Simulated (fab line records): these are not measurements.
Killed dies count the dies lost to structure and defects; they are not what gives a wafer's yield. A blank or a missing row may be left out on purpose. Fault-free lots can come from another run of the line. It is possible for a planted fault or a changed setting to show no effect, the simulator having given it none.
Problem report in the 8D (eight disciplines) form, filled by code -- flow nandHarc -- the parts of the form that need people (team, actions taken, sign-off) are left out

## 1. PROBLEM STATEMENT
At NHARC_A_CHANNEL_HOLE_D1_ETCH_34, runLengthS averages 92.6 s over 3 wafers from 3 lots, while fault-free wafers read 98.4 s, standard deviation 0.44. That puts it -13 standard deviations away from the usual mean.
The step: etches the open film in CF4/CHF3, target depth 154 nm, time 77 s.
First seen on wafer L423.2, day 10 22:08, on rieDiel-04. At this step, 31 wafers from 11 lots have a number in the record. By rule, "out" or "out of limits" means more than 4 standard deviations away from the usual mean. All remaining wafers that have a number are taken as sound.

## 2. WHAT IT IS, AND WHAT IT ISN'T
question,is,is not
which readings at this step,runLengthS,"drypumpMotorCurrentA, oesProductAu, rfVppV, showerheadPlenumPTorr, throttleValvePct"
which lots,"L423, L426, L431","L416, L418, L419, L422, L424, L433, L434, L435"
which wafers of those lots,"L423.2, L426.2, L431.1","L423.4, L423.5, L426.6, L431.4"
read on which tools,rieDiel-04,rieDiel-03
when,from day 10 22:08,"up to then (14 sound wafers); but 14 sound wafers of L424, L426, L431, L433, L434, L435 came after"

## 3. SUSPECTS, AND WHAT RULES EACH OUT
Counting: any tool at a process step up to the reading remains a suspect provided it ran every lot that is out. Sound lots after the first of them don't rule it out here, since some wafers of a struck lot are sound.
- rieDiel-04 at NHARC_A_CHANNEL_HOLE_D1_ETCH_38 (etches the open film in CF4, target depth 39 nm, time 65 s): kept. It ran every lot that is out, first L423 (day 10 21:48); its last sound lot up to then is L422 (day 10 08:11).
- rieDiel-04 at NHARC_A_CHANNEL_HOLE_D1_ETCH_34 (etches the open film in CF4/CHF3, target depth 154 nm, time 77 s): kept. It ran every lot that is out, first L423 (day 10 22:08); its last sound lot up to then is L422 (day 10 08:33). Its own runLengthS readings are out on those wafers.
After counting, rieDiel-04 at NHARC_A_CHANNEL_HOLE_D1_ETCH_38 and rieDiel-04 at NHARC_A_CHANNEL_HOLE_D1_ETCH_34 remain.

## 4. THE CAUSE (what the simulator had put in)
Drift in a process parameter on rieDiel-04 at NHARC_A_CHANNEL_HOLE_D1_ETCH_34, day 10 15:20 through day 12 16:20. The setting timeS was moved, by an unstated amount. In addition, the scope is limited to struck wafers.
Of the 2 suspects that counting leaves, this tool is one.

## 5. THE EFFECT CHAIN, in route order
Each row: a reading where the mean over the struck wafers with a number is more than 3 standard deviations away from the usual. Readings are gone through only where the record gives a usual standard deviation; hours: the median, over the lots, of the time from a lot's start at the first step in this table giving one to that lot's start at this step; sigmas: the change measured in usual standard deviations.
hours,step,reading,usual,on struck wafers,change,sigmas
0,NHARC_A_CHANNEL_HOLE_D1_ETCH_34,runLengthS,98.4 s,92.6,-5.8,-13
Its process steps:
- NHARC_A_CHANNEL_HOLE_D1_ETCH_34: etches the open film in CF4/CHF3, target depth 154 nm, time 77 s.
At these later measuring or inspecting steps, every struck wafer for which the step has a row has a number for every such reading, and none has moved that far: NHARC_END_SORT_01.

## 6. WHAT WOULD HAVE CAUGHT IT SOONER
In this record no reading fell out of limits until day 10 22:08, 7 hours after the fault had begun at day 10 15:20.
